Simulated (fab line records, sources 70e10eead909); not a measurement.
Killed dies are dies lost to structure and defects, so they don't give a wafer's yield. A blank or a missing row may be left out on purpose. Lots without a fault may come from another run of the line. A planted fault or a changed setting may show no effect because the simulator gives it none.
Which tool did it? | flow nand_harc | 15 lots, 45 wafers sampled, at 4 steps of a route of 1159

WHAT THE GAUGES READ, wafer by wafer
The record holds no reading of a measuring or inspecting step that can be judged against a usual standard deviation.

WHICH TOOL RAN EACH LOT (tool, then ch and the chambers of the sampled wafers, then the start)
lot  | NHARC_A_CONTACT_DEP_29          | NHARC_A_CONTACT_EXPOSE_39          | NHARC_A_CONTACT_ETCH_48            | NHARC_A_CONTACT_ETCH_51
L952 | pecvd-01 ch 0,1,2, day 16 04:58 | arfi_scanner-02 ch 0, day 16 05:28 | rie_diel-11 ch 2,3, day 16 05:52   | rie_diel-11 ch 0,1,3, no start
L951 | pecvd-02 ch 0,2, day 16 21:26   | arfi_scanner-01 ch 0, day 16 21:59 | rie_diel-11 ch 0,2,3, day 16 22:24 | rie_diel-11 ch 0,3, no start
L953 | pecvd-04 ch 1,2, day 17 11:36   | arfi_scanner-03 ch 0, day 17 12:11 | rie_diel-13 ch 0,1,2, day 17 12:36 | rie_diel-13 ch 0,1,2, no start
L955 | pecvd-04 ch 0,1,2, day 17 16:02 | arfi_scanner-01 ch 0, day 17 16:33 | rie_diel-13 ch 0,3, day 17 16:57   | rie_diel-13 ch 0,1,3, no start
L956 | pecvd-04 ch 0,1,2, day 17 17:04 | arfi_scanner-02 ch 0, day 17 17:34 | rie_diel-11 ch 1,2, day 17 18:01   | rie_diel-11 ch 1,2, no start
L958 | pecvd-04 ch 0,1, day 18 02:56   | arfi_scanner-03 ch 0, day 18 03:31 | rie_diel-13 ch 0,2,3, day 18 03:57 | rie_diel-13 ch 0,2,3, no start
L959 | pecvd-02 ch 0,1,2, day 18 18:52 | arfi_scanner-03 ch 0, day 18 19:27 | rie_diel-11 ch 1,2,3, day 18 19:55 | rie_diel-11 ch 0,2,3, no start
L961 | pecvd-02 ch 0,2, day 19 12:07   | arfi_scanner-03 ch 0, day 19 12:44 | rie_diel-13 ch 0,1,3, day 19 13:10 | rie_diel-13 ch 0,1,3, no start
L965 | pecvd-02 ch 0,1,2, day 19 22:40 | arfi_scanner-03, day 19 23:06      | rie_diel-11 ch 0,1,3, day 19 23:31 | rie_diel-11 ch 0,1, no start
L964 | pecvd-02 ch 0,1, day 20 08:20   | arfi_scanner-03, day 20 08:47      | rie_diel-13 ch 0,3, day 20 09:12   | rie_diel-13 ch 0,2,3, no start
L968 | pecvd-02 ch 1,2, day 20 10:49   | arfi_scanner-02, day 20 11:24      | rie_diel-13 ch 0,1,2, day 20 11:49 | rie_diel-13 ch 2,3, no start
L970 | pecvd-02 ch 0,2, day 21 02:01   | arfi_scanner-02 ch 0, day 21 02:32 | rie_diel-13 ch 0,1,2, day 21 02:58 | rie_diel-13 ch 0,1,2, no start
L971 | pecvd-01 ch 1,2, day 21 09:10   | arfi_scanner-03 ch 0, day 21 09:42 | rie_diel-09 ch 0,2,3, day 21 10:07 | rie_diel-09 ch 0,1,3, no start
L972 | pecvd-04 ch 0,1, day 21 13:00   | arfi_scanner-02 ch 0, day 21 13:35 | rie_diel-11 ch 1,2,3, day 21 14:00 | rie_diel-11 ch 0,1,2, no start
L973 | pecvd-01 ch 0,1,2, day 21 17:30 | arfi_scanner-03 ch 0, day 21 18:05 | rie_diel-11 ch 0,1,3, day 21 18:31 | rie_diel-11 ch 0,2,3, no start
- NHARC_A_CONTACT_DEP_29: deposits SiON, target thk 70 nm.
- NHARC_A_CONTACT_EXPOSE_39: exposes mask A CC 3.
- NHARC_A_CONTACT_ETCH_48: etches the open film in CF4, target depth 39 nm, time 65 s.
- NHARC_A_CONTACT_ETCH_51: etches the open film in O2/COS, target depth 3600 nm, time 936 s.

WHAT THE TOOLS THEMSELVES READ (means of the sampled wafers that have a number; where no wafer has one, the mark that the record gives instead)
NHARC_A_CONTACT_DEP_29. Usual: heater_power_w 734 W, standard deviation 73.
lot  | tool     | heater_power_w (W) | flag
L952 | pecvd-01 | 805                |
L951 | pecvd-02 | 658                |
L953 | pecvd-04 | 644                |
L955 | pecvd-04 | 740                |
L956 | pecvd-04 | 741                |
L958 | pecvd-04 | 708                |
L959 | pecvd-02 | 723                |
L961 | pecvd-02 | 683                |
L965 | pecvd-02 | 702                |
L964 | pecvd-02 | 680                |
L968 | pecvd-02 | 604                |
L970 | pecvd-02 | 763                |
L971 | pecvd-01 | 767                |
L972 | pecvd-04 | 721                |
L973 | pecvd-01 | 818                |

NHARC_A_CONTACT_EXPOSE_39. Usual: exposure_dose_mJ_cm2 58.80, standard deviation 0.053; focus_offset_nm -0.1 nm, standard deviation 0.56.
lot  | tool            | exposure_dose_mJ_cm2 | focus_offset_nm (nm) | flag
L952 | arfi_scanner-02 | 58.83                | -0.3                 |
L951 | arfi_scanner-01 | 58.76                | -0.2                 |
L953 | arfi_scanner-03 | 58.84                | 0.1                  |
L955 | arfi_scanner-01 | 58.86                | -0.4                 |
L956 | arfi_scanner-02 | 58.84                | -0.4                 |
L958 | arfi_scanner-03 | 58.73                | -0.0                 |
L959 | arfi_scanner-03 | 58.79                | 0.4                  |
L961 | arfi_scanner-03 | 58.79                | -0.4                 |
L965 | arfi_scanner-03 | -                    | -                    | OFF
L964 | arfi_scanner-03 | -                    | -                    | OFF
L968 | arfi_scanner-02 | -                    | -                    | OFF
L970 | arfi_scanner-02 | 58.73                | -0.4                 |
L971 | arfi_scanner-03 | 58.83                | -0.0                 |
L972 | arfi_scanner-02 | 58.79                | 0.9                  |
L973 | arfi_scanner-03 | 58.82                | -0.1                 |

NHARC_A_CONTACT_ETCH_48. Usual: drypump_motor_current_A 5.6 A, standard deviation 0.45; oes_product_au 0.997 a.u., standard deviation 0.0074; rf_vpp_V 151.0 V, standard deviation 1.1; showerhead_plenum_p_Torr 1.75 Torr, standard deviation 0.049; throttle_valve_pct 13.283 %, standard deviation 0.0099.
lot  | tool        | drypump_motor_current_A (A) | oes_product_au (a.u.) | rf_vpp_V (V) | showerhead_plenum_p_Torr (Torr) | throttle_valve_pct (%) | flag
L952 | rie_diel-11 | 5.3                         | 0.997                 | 151.7        | 1.76                            | 13.284                 |
L951 | rie_diel-11 | 5.7                         | 0.993                 | 151.3        | 1.77                            | 13.269                 |
L953 | rie_diel-13 | 6.0                         | 1.010                 | 152.2        | 1.78                            | 13.293                 |
L955 | rie_diel-13 | 5.2                         | 1.000                 | 150.2        | 1.74                            | 13.286                 |
L956 | rie_diel-11 | 5.6                         | 1.003                 | 150.8        | 1.72                            | 13.280                 |
L958 | rie_diel-13 | 5.6                         | 0.999                 | 151.8        | 1.77                            | 13.283                 |
L959 | rie_diel-11 | 5.4                         | 0.993                 | 150.7        | 1.74                            | 13.280                 |
L961 | rie_diel-13 | 5.6                         | 0.990                 | 150.5        | 1.75                            | 13.282                 |
L965 | rie_diel-11 | 5.4                         | 1.000                 | 150.9        | 1.72                            | 13.280                 |
L964 | rie_diel-13 | 5.3                         | 0.989                 | 150.8        | 1.74                            | 13.287                 |
L968 | rie_diel-13 | 6.0                         | 0.994                 | 151.0        | 1.78                            | 13.280                 |
L970 | rie_diel-13 | 5.9                         | 0.999                 | 151.2        | 1.78                            | 13.282                 |
L971 | rie_diel-09 | 5.5                         | 0.991                 | 150.9        | 1.76                            | 13.288                 |
L972 | rie_diel-11 | 5.4                         | 0.996                 | 150.1        | 1.73                            | 13.297                 |
L973 | rie_diel-11 | 5.4                         | 1.002                 | 150.2        | 1.71                            | 13.292                 |

NHARC_A_CONTACT_ETCH_51. Usual: drypump_motor_current_A 5.7 A, standard deviation 0.46; oes_product_au 0.999 a.u., standard deviation 0.0087; rf_vpp_V 313.8 V, standard deviation 1.6; showerhead_plenum_p_Torr 3.09 Torr, standard deviation 0.086; throttle_valve_pct 28.330 %, standard deviation 0.01.
lot  | tool        | drypump_motor_current_A (A) | oes_product_au (a.u.) | rf_vpp_V (V) | showerhead_plenum_p_Torr (Torr) | throttle_valve_pct (%) | flag
L952 | rie_diel-11 | 5.4                         | 0.998                 | 311.9        | 3.04                            | 28.342                 |
L951 | rie_diel-11 | 5.7                         | 1.004                 | 313.5        | 3.09                            | 28.337                 |
L953 | rie_diel-13 | 5.9                         | 1.001                 | 314.1        | 3.14                            | 28.328                 |
L955 | rie_diel-13 | 5.6                         | 1.002                 | 314.0        | 3.09                            | 28.335                 |
L956 | rie_diel-11 | 5.5                         | 0.998                 | 311.8        | 3.03                            | 28.321                 |
L958 | rie_diel-13 | 5.6                         | 0.994                 | 314.2        | 3.13                            | 28.328                 |
L959 | rie_diel-11 | 5.7                         | 0.995                 | 314.5        | 3.12                            | 28.331                 |
L961 | rie_diel-13 | 5.6                         | 0.989                 | 313.6        | 3.09                            | 28.333                 |
L965 | rie_diel-11 | 5.8                         | 1.005                 | 314.1        | 3.04                            | 28.329                 |
L964 | rie_diel-13 | 5.6                         | 0.985                 | 313.8        | 3.12                            | 28.329                 |
L968 | rie_diel-13 | 5.8                         | 0.995                 | 314.2        | 3.14                            | 28.325                 |
L970 | rie_diel-13 | 6.0                         | 0.999                 | 314.2        | 3.13                            | 28.326                 |
L971 | rie_diel-09 | 6.0                         | 0.989                 | 314.8        | 3.15                            | 28.334                 |
L972 | rie_diel-11 | 5.8                         | 1.003                 | 313.5        | 3.07                            | 28.326                 |
L973 | rie_diel-11 | 5.7                         | 0.996                 | 313.9        | 3.10                            | 28.329                 |

THE ANSWER, worked out from the rows above alone
Rule: a lot is off if the mean of its wafers that have a number lies more than 3 standard deviations from the usual mean. A lot without any number at a reading at which 4 lots or more have one is off too. The other lots that the step has rows for count as sound. The gauges are gone through in route order, then the tools' own readings, and for those a lot's mean is taken as printed above. The first step at which some lot is off is used, and at that step the reading that is off furthest; a lot without a number counts as furthest.
Off: L965, L964, L968, at NHARC_A_CONTACT_EXPOSE_39 (exposure_dose_mJ_cm2). Without a number there: L965, L964, L968.
A tool fits if, at that step or a process step before it, it ran every lot that is off, and no sound lot after the first of them. None of those tried fits.

WHAT THE SIMULATOR HAD PUT IN
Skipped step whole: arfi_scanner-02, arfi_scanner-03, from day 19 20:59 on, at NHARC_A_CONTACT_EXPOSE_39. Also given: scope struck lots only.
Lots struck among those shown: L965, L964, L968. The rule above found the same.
